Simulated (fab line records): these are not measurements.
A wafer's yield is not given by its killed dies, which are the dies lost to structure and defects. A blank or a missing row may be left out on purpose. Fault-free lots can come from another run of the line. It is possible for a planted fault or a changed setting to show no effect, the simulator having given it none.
fab line records | flow nand-harc
[record] lots = 15 | wafers = 45 | last-day = 31
route steps=1302 shown P_STI@84 P_GATE@113
lots that met no fault: from a run of the same line without faults
start-h: the number of hours between the record's first day and the start of the first shown wafer of the lot | wait-h: hours from the lot's prior step to this one | " unchanged from the row above | L1.1+2: a single row standing in for several wafers | - either no value or no given start | * or withheld: withheld | < > ~ a bound
route shown NAME@n: NAME is a module with steps in the file, n the number in the route of the first one | usual: mean/standard deviation of fault-free wafers | same: alike in all rows | chamber/n: place in a boat | sites: the reading at each site | _std_site: the standard deviation of these | _edge_site: mean of outer sites minus mean of inner sites | radius-mm: for every site, how far away it sits from the centre of the wafer | mask NAME#n: copy n | behind: tool/chamber where the wafer was last shaped | hold: why the lot went on hold/how many hours it stayed there/how the hold came to an end | device: whichever transistor did not switch (one of n, p or np) | end of line: the tests these same wafers got at the end of their route | for a step that has no rows: nothing shown but its recipe | killed: dies that structure and defects cost at the first sort, which is not the same as the wafer's yield | map: per-die view of a wafer (x killed, . not killed, _ where there is no die)
set.NAME: the run value of the setting; set.NAME@STEP: its run value at that earlier step | model.NAME: the simulator's own value behind a step, which no gauge read
a sample of lots followed through the steps of the route, with each step as a table and each wafer as a row
services: when a tool's chamber went out of use (start-h, in hours from the record's first day, below 0 if earlier), for how many hours, and the reason
[[steps]]
[step NHARC_P_STI_OVL_MEAS_10]
[usual] overlay-x-nm = 2/5.8 | overlay-y-nm = 0/6.5
lot.wafer | tool       | chamber | start-h | wait-h | overlay-x-nm | overlay-y-nm
L206.4    | overlay-01 | -       | 48.68   | -      | 4            | 2
L206.5    | "          | -       | "       | "      | 4            | 2
L206.6    | "          | -       | "       | "      | 5            | 2
L207.2    | overlay-01 | -       | 57.80   | -      | 0            | -7
L207.3    | "          | -       | "       | "      | 1            | -6
L207.5    | "          | -       | "       | "      | 1            | -7
L208.2    | overlay-01 | -       | 65.29   | -      | 7            | -2
L208.4    | "          | -       | "       | "      | 7            | -2
L208.5    | "          | -       | "       | "      | 7            | -2
L209.1    | overlay-02 | -       | 73.94   | -      | 7            | 11
L209.2    | "          | -       | "       | "      | 7            | 12
L209.3    | "          | -       | "       | "      | 6            | 12
L211.1    | overlay-01 | -       | 92.24   | -      | 4            | -3
L211.2    | "          | -       | "       | "      | 3            | -3
L211.4    | "          | -       | "       | "      | 4            | -2
L212.1    | overlay-02 | -       | 104.95  | -      | 6            | 5
L212.3    | "          | -       | "       | "      | 6            | 5
L212.5    | "          | -       | "       | "      | 6            | 5
L213.1    | overlay-02 | -       | 117.36  | -      | 3            | -4
L213.3    | "          | -       | "       | "      | 3            | -4
L213.4    | "          | -       | "       | "      | 2            | -5
L214.1    | overlay-02 | -       | 122.90  | -      | 17           | -2
L214.3    | "          | -       | "       | "      | 17           | -2
L214.6    | "          | -       | "       | "      | 17           | -2
L215.1    | overlay-01 | -       | 135.65  | -      | -10          | 2
L215.4    | "          | -       | "       | "      | -10          | 2
L215.6    | "          | -       | "       | "      | -10          | 2
L216.2    | overlay-01 | -       | 143.08  | -      | -4           | 1
L216.5    | "          | -       | "       | "      | -4           | 1
L216.6    | "          | -       | "       | "      | -4           | 1
L217.1    | overlay-02 | -       | 154.23  | -      | 3            | 0
L217.2    | "          | -       | "       | "      | 4            | 0
L217.3    | "          | -       | "       | "      | 3            | 0
L220.2    | overlay-01 | -       | 182.85  | -      | 0            | -5
L220.4    | "          | -       | "       | "      | 0            | -5
L220.5    | "          | -       | "       | "      | 0            | -5
L221.2    | overlay-02 | -       | 193.02  | -      | -2           | -4
L221.4    | "          | -       | "       | "      | -2           | -4
L221.5    | "          | -       | "       | "      | -2           | -4
L222.3    | overlay-01 | -       | 203.59  | -      | 8            | -1
L222.4    | "          | -       | "       | "      | 8            | -1
L222.6    | "          | -       | "       | "      | 9            | -1
L224.2    | overlay-02 | -       | 223.59  | -      | -4           | 11
L224.4    | "          | -       | "       | "      | -4           | 10
L224.6    | "          | -       | "       | "      | -4           | 11
[step NHARC_P_STI_OCD_MEAS_43]
[usual] trench-depth-nm = 298.9/2.8 | trench-foot-cd-nm = 158.3/1.6
lot.wafer | tool   | chamber | start-h | wait-h | trench-depth-nm | trench-foot-cd-nm
L206.4    | ocd-02 | -       | 49.88   | -      | 297.9           | 159.3
L206.5    | "      | -       | "       | "      | 297.6           | 156.3
L206.6    | "      | -       | "       | "      | 296.1           | 157.8
L207.2    | ocd-01 | -       | 59.01   | -      | 305.9           | 155.0
L207.3    | "      | -       | "       | "      | 302.4           | 155.7
L207.5    | "      | -       | "       | "      | 299.1           | 157.0
L208.2    | ocd-01 | -       | 66.49   | -      | 306.2           | 157.6
L208.4    | "      | -       | "       | "      | 303.9           | 158.4
L208.5    | "      | -       | "       | "      | 304.5           | 160.5
L209.1    | ocd-01 | -       | 75.15   | -      | 297.4           | 157.8
L209.2    | "      | -       | "       | "      | 296.2           | 159.7
L209.3    | "      | -       | "       | "      | 296.9           | 156.7
L211.1    | ocd-01 | -       | 93.44   | -      | 303.0           | 157.3
L211.2    | "      | -       | "       | "      | 300.6           | 160.8
L211.4    | "      | -       | "       | "      | 299.6           | 159.9
L212.1    | ocd-02 | -       | 106.16  | -      | 295.9           | 157.5
L212.3    | "      | -       | "       | "      | 293.5           | 157.0
L212.5    | "      | -       | "       | "      | 296.3           | 159.2
L213.1    | ocd-02 | -       | 118.57  | -      | 300.1           | 157.8
L213.3    | "      | -       | "       | "      | 298.7           | 159.0
L213.4    | "      | -       | "       | "      | 298.2           | 158.6
L214.1    | ocd-02 | -       | 124.61  | -      | 295.9           | 159.2
L214.3    | "      | -       | "       | "      | 301.1           | 157.2
L214.6    | "      | -       | "       | "      | 300.5           | 158.4
L215.1    | ocd-01 | -       | 136.85  | -      | 295.0           | 156.0
L215.4    | "      | -       | "       | "      | 304.2           | 156.3
L215.6    | "      | -       | "       | "      | 301.3           | 157.0
L216.2    | ocd-02 | -       | 144.33  | -      | 295.6           | 158.6
L216.5    | "      | -       | "       | "      | 297.9           | 157.1
L216.6    | "      | -       | "       | "      | 294.5           | 159.7
L217.1    | ocd-02 | -       | 155.48  | -      | 298.5           | 159.5
L217.2    | "      | -       | "       | "      | 297.5           | 159.2
L217.3    | "      | -       | "       | "      | 300.1           | 159.8
L220.2    | ocd-02 | -       | 184.05  | -      | 295.7           | 159.6
L220.4    | "      | -       | "       | "      | 295.6           | 157.1
L220.5    | "      | -       | "       | "      | 296.0           | 157.5
L221.2    | ocd-01 | -       | 194.26  | -      | 297.5           | 159.9
L221.4    | "      | -       | "       | "      | 300.3           | 159.6
L221.5    | "      | -       | "       | "      | 301.2           | 157.6
L222.3    | ocd-02 | -       | 204.80  | -      | 298.1           | 158.5
L222.4    | "      | -       | "       | "      | 297.9           | 159.4
L222.6    | "      | -       | "       | "      | 295.9           | 157.7
L224.2    | ocd-02 | -       | 224.80  | -      | 294.1           | 160.8
L224.4    | "      | -       | "       | "      | 297.4           | 161.7
L224.6    | "      | -       | "       | "      | 297.5           | 160.4
[step NHARC_P_GATE_OXIDE_02]
[recipe] target-thk-a = 375 | temp-c = 950 | p-h2o-torr = 720 | ox-time-s = 365 | material = SiO2
[usual] ox-temp-c = 950.0/0.39 | ox-time-s = 365/0
lot.wafer | tool       | chamber | start-h | wait-h | ox-temp-c | ox-time-s
L206.4    | furnace-05 | 0       | 78.14   | -      | 950.1     | 365
L206.5    | "          | 0       | "       | "      | 949.6     | 365
L206.6    | "          | 0       | "       | "      | 949.8     | 365
L207.2    | furnace-06 | 0       | 92.59   | -      | 950.8     | 365
L207.3    | "          | 0       | "       | "      | 950.6     | 365
L207.5    | "          | 0       | "       | "      | 950.9     | 365
L208.2    | furnace-06 | 0       | 92.59   | -      | 949.7     | 365
L208.4    | "          | 0       | "       | "      | 950.6     | 365
L208.5    | "          | 0       | "       | "      | 950.7     | 365
L209.1    | furnace-06 | 0       | 104.72  | -      | 949.7     | 365
L209.2    | "          | 0       | "       | "      | 949.8     | 365
L209.3    | "          | 0       | "       | "      | 949.3     | 365
L211.1    | furnace-04 | 0       | 124.94  | -      | 950.2     | 365
L211.2    | "          | 0       | "       | "      | 949.6     | 365
L211.4    | "          | 0       | "       | "      | 949.8     | 365
L212.1    | furnace-04 | 0       | 135.86  | -      | 949.5     | 365
L212.3    | "          | 0       | "       | "      | 950.3     | 365
L212.5    | "          | 0       | "       | "      | 950.0     | 365
L213.1    | furnace-06 | 0       | 151.70  | -      | 950.2     | 365
L213.3    | "          | 0       | "       | "      | 950.5     | 365
L213.4    | "          | 0       | "       | "      | 950.0     | 365
L214.1    | furnace-06 | 0       | 151.70  | -      | 950.4     | 365
L214.3    | "          | 0       | "       | "      | 950.3     | 365
L214.6    | "          | 0       | "       | "      | 950.2     | 365
L215.1    | furnace-05 | 0       | 165.77  | -      | 950.1     | 365
L215.4    | "          | 0       | "       | "      | 949.3     | 365
L215.6    | "          | 0       | "       | "      | 949.2     | 365
L216.2    | furnace-04 | 0       | 172.75  | -      | 949.4     | 365
L216.5    | "          | 0       | "       | "      | 950.2     | 365
L216.6    | "          | 0       | "       | "      | 949.7     | 365
L217.1    | furnace-04 | 0       | 185.57  | -      | 949.4     | 365
L217.2    | "          | 0       | "       | "      | 950.3     | 365
L217.3    | "          | 0       | "       | "      | 949.3     | 365
L220.2    | furnace-06 | -       | 223.23  | -      | -         | -
L220.4    | "          | -       | "       | "      | -         | -
L220.5    | "          | -       | "       | "      | -         | -
L221.2    | furnace-06 | -       | 223.23  | -      | -         | -
L221.4    | "          | -       | "       | "      | -         | -
L221.5    | "          | -       | "       | "      | -         | -
L222.3    | furnace-04 | -       | 238.38  | -      | -         | -
L222.4    | "          | -       | "       | "      | -         | -
L222.6    | "          | -       | "       | "      | -         | -
L224.2    | furnace-06 | 0       | 254.16  | -      | 949.7     | 365
L224.4    | "          | 0       | "       | "      | 950.1     | 365
L224.6    | "          | 0       | "       | "      | 949.5     | 365
[step NHARC_P_GATE_HM_OPEN_105]
[recipe] target-depth-a = 3600 | o2-flow-sccm = 400 | cos-flow-sccm = 20 | ar-flow-sccm = 0 | rf-w = 500 | bias-w = 300 | chemistry = O2/COS
[usual] bias-w = 299.9/0.96 | cos-flow-sccm = 20.00/0.067 | drypump-motor-current-A = 5.8/0.49 | oes-product-au = 0.998/0.0061 | rf-vpp-V = 467/3.3 | showerhead-plenum-p-Torr = 3.13/0.14 | throttle-valve-pct = 28.330/0.0079
lot.wafer | tool        | chamber | start-h | wait-h | bias-w | cos-flow-sccm | drypump-motor-current-A | oes-product-au | rf-hours-counter-h | rf-vpp-V | showerhead-plenum-p-Torr | throttle-valve-pct
L206.6    | rie-diel-03 | 3       | -       | -      | 300.1  | 19.86         | 5.5                     | 0.992          | -                  | 461      | 2.93                     | 28.310
L206.4    | "           | 1       | "       | "      | 298.6  | 20.02         | 4.7                     | 1.001          | -                  | 471      | 3.27                     | 28.333
L206.5    | "           | 2       | "       | "      | 299.8  | 19.96         | 6.6                     | 1.010          | -                  | 470      | 3.29                     | 28.338
L208.2    | rie-diel-13 | 1       | -       | -      | 299.9  | 20.08         | 6.1                     | 1.006          | 6.3                | 467      | 3.15                     | 28.332
L208.4    | "           | 0       | "       | "      | 299.5  | 20.08         | 5.9                     | 0.994          | 7.5                | 469      | 3.22                     | 28.320
L208.5    | "           | 1       | "       | "      | 299.7  | 19.93         | 6.1                     | 0.999          | -                  | 469      | 3.15                     | 28.325
L207.2    | rie-diel-02 | 0       | -       | -      | 299.3  | 20.14         | 6.3                     | 1.000          | 3.2                | 468      | 3.22                     | 28.328
L207.3    | "           | 1       | "       | "      | 301.1  | 19.99         | 6.0                     | 0.988          | 3.7                | 471      | 3.33                     | 28.322
L207.5    | "           | 1       | "       | "      | 300.4  | 19.95         | 6.0                     | 0.991          | -                  | 471      | 3.33                     | 28.328
L209.1    | rie-diel-02 | 0       | -       | -      | 300.3  | 19.94         | 6.3                     | 1.003          | 3.6                | 467      | 3.21                     | 28.342
L209.2    | "           | 1       | "       | "      | 300.9  | 19.99         | 6.0                     | 0.993          | 4.0                | 471      | 3.33                     | 28.327
L209.3    | "           | 3       | "       | "      | 296.8  | 19.84         | 5.4                     | 0.996          | 4.9                | 462      | 2.95                     | 28.314
L211.1    | rie-diel-02 | 1       | -       | -      | 300.0  | 20.00         | 6.0                     | 1.001          | 7.1                | 471      | 3.33                     | 28.333
L211.2    | "           | 3       | "       | "      | 300.9  | 19.93         | 5.4                     | 0.996          | 7.0                | 464      | 2.95                     | 28.327
L211.4    | "           | 0       | "       | "      | 301.2  | 20.04         | 6.3                     | 1.005          | 6.2                | 470      | 3.21                     | 28.317
L212.1    | rie-diel-03 | 3       | -       | -      | 298.0  | 20.02         | 5.5                     | 1.004          | 2.8                | 461      | 2.92                     | 28.338
L212.3    | "           | 0       | "       | "      | 298.0  | 19.84         | 5.8                     | 0.997          | 2.5                | 468      | 3.17                     | 28.330
L212.5    | "           | 0       | "       | "      | 298.6  | 19.99         | 5.8                     | 0.991          | -                  | 469      | 3.17                     | 28.326
L214.3    | rie-diel-02 | 2       | -       | -      | 299.2  | 20.04         | 5.7                     | 1.004          | 7.3                | 467      | 3.08                     | 28.328
L214.1    | "           | 3       | "       | "      | 299.0  | 20.06         | 5.4                     | 0.991          | 7.9                | 464      | 2.95                     | 28.337
L214.6    | "           | 2       | "       | "      | 299.2  | 20.04         | 5.7                     | 0.992          | -                  | 465      | 3.08                     | 28.326
L213.3    | rie-diel-03 | 0       | -       | -      | 300.7  | 20.09         | 5.8                     | 0.995          | 2.7                | 469      | 3.17                     | 28.337
L213.1    | "           | 1       | "       | "      | 299.8  | 20.06         | 4.7                     | 1.002          | 3.1                | 471      | 3.26                     | 28.339
L213.4    | "           | 2       | "       | "      | 300.8  | 19.96         | 6.6                     | 0.995          | 3.2                | 473      | 3.29                     | 28.338
L215.1    | rie-diel-13 | 2       | -       | -      | 301.0  | 19.91         | 5.2                     | 1.001          | 1.2                | 462      | 2.93                     | 28.326
L215.4    | "           | 0       | "       | "      | 300.1  | 19.93         | 5.9                     | 0.994          | 0.7                | 468      | 3.22                     | 28.333
L215.6    | "           | 1       | "       | "      | 300.4  | 20.05         | 6.1                     | 0.995          | -                  | 467      | 3.15                     | 28.320
L216.2    | rie-diel-13 | 2       | -       | -      | 301.1  | 19.96         | 5.2                     | 0.997          | 1.7                | 463      | 2.93                     | 28.333
L216.5    | "           | 2       | "       | "      | 298.9  | 19.96         | 5.2                     | 0.993          | -                  | 462      | 2.93                     | 28.322
L216.6    | "           | 3       | "       | "      | 301.0  | 19.93         | 6.2                     | 0.990          | -                  | 464      | 3.03                     | 28.326
L217.2    | rie-diel-03 | 3       | -       | -      | 300.4  | 19.96         | 5.6                     | 1.003          | 5.1                | 462      | 2.92                     | 28.327
L217.3    | "           | 1       | "       | "      | 301.5  | 20.11         | 4.7                     | 1.000          | 5.1                | 469      | 3.26                     | 28.337
L217.1    | "           | 2       | "       | "      | 300.2  | 19.95         | 6.6                     | 0.986          | 4.0                | 472      | 3.29                     | 28.323
L220.4    | rie-diel-02 | 2       | -       | -      | 299.8  | 19.96         | 5.7                     | 0.995          | 0.4                | 467      | 3.08                     | 28.318
L220.2    | "           | 3       | "       | "      | 298.8  | 20.06         | 5.4                     | 0.995          | 0.7                | 464      | 2.95                     | 28.330
L220.5    | "           | 3       | "       | "      | 300.6  | 20.03         | 5.4                     | 0.995          | -                  | 463      | 2.95                     | 28.321
L221.2    | rie-diel-13 | 0       | -       | -      | 300.8  | 19.97         | 5.9                     | 1.010          | 3.0                | 470      | 3.22                     | 28.325
L221.4    | "           | 2       | "       | "      | 301.3  | 19.96         | 5.2                     | 1.002          | 3.6                | 463      | 2.93                     | 28.326
L221.5    | "           | 0       | "       | "      | 300.6  | 20.02         | 5.9                     | 1.002          | -                  | 470      | 3.22                     | 28.323
L222.3    | rie-diel-13 | 2       | -       | -      | 300.5  | 20.09         | 5.2                     | 1.003          | 4.8                | 462      | 2.93                     | 28.319
L222.4    | "           | 3       | "       | "      | 299.5  | 20.03         | 6.2                     | 0.998          | 5.2                | 465      | 3.03                     | 28.342
L222.6    | "           | 0       | "       | "      | 299.0  | 20.04         | 5.9                     | 0.986          | -                  | 469      | 3.22                     | 28.335
L224.4    | rie-diel-02 | 1       | -       | -      | 300.4  | 19.94         | 6.0                     | 1.008          | 1.0                | 472      | 3.33                     | 28.339
L224.2    | "           | 2       | "       | "      | 298.8  | 19.93         | 5.8                     | 0.999          | 0.9                | 468      | 3.08                     | 28.331
L224.6    | "           | 1       | "       | "      | 300.4  | 19.97         | 6.0                     | 0.996          | -                  | 470      | 3.33                     | 28.345
[[services]]
tool        | chamber | start-h | hours | kind
rie-diel-02 | 0       | 73.20   | -     | clean
rie-diel-02 | 1       | 73.20   | -     | clean
rie-diel-02 | 2       | 73.20   | -     | clean
rie-diel-02 | 3       | 73.20   | -     | clean
rie-diel-02 | 0       | 78.99   | 1.8   | repair
rie-diel-13 | 1       | 84.12   | 15.1  | repair
rie-diel-02 | 2       | 89.96   | 4.9   | repair
rie-diel-02 | -       | 92.27   | 0.2   | repair
rie-diel-02 | 0       | 97.70   | -     | clean
rie-diel-02 | 1       | 97.70   | -     | clean
rie-diel-02 | 2       | 97.70   | -     | clean
rie-diel-02 | 3       | 97.70   | -     | clean
rie-diel-03 | -       | 104.30  | 9.0   | pm
furnace-05  | -       | 116.00  | 26.0  | pm
rie-diel-02 | 0       | 122.20  | -     | clean
rie-diel-03 | 0       | 123.61  | 8.6   | repair
rie-diel-13 | -       | 165.00  | 9.0   | pm
rie-diel-02 | -       | 166.78  | 1.2   | repair
rie-diel-03 | 2       | 173.13  | 9.6   | repair
rie-diel-13 | 3       | 203.33  | 7.7   | repair
rie-diel-02 | -       | 205.43  | 1.9   | repair
rie-diel-03 | 2       | 212.08  | 4.4   | repair
rie-diel-02 | -       | 216.70  | 9.0   | pm
rie-diel-03 | 1       | 256.33  | 16.6  | repair
[[key]]
[first-sign] step = NHARC_P_GATE_OXIDE_02 | reading = tool-record | direction = missing
effect none on later readings
met-at NHARC_P_GATE_OXIDE_02
struck-lots L220,L221,L222
later-rows-left-out L220.2,L220.4,L220.5,L221.2,L221.4,L221.5,L222.3,L222.4,L222.6
sort-left-out L220.2,L220.4,L220.5,L221.2,L221.4,L221.5,L222.3,L222.4,L222.6
tester-left-out L220,L221,L222
not-acting-at NHARC_P_STI_OVL_MEAS_10,NHARC_P_STI_OCD_MEAS_43,NHARC_P_GATE_HM_OPEN_105
onset-between 185.57 223.23
[fault] kind = skipped-step-whole | tool = furnace-04,furnace-06 | chamber = - | onset-h = 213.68 | steps = NHARC_P_GATE_OXIDE_02 | scope = struck-lots-only
// tester-left-out: of these lots the tester's yield and bins aren't shown, on N5 and GAA mostly nor the transistor test; their killed dies are dies lost to structure and defects alone, not to doping, threshold or leakage, so they don't give the yield
// sort-left-out: the simulated sort isn't trusted on such a fault, so these wafers' sort isn't shown, and their yield isn't known
// later-rows-left-out: the simulator's readings of these wafers behind a module that went badly wrong aren't trusted and aren't shown, but for the sort
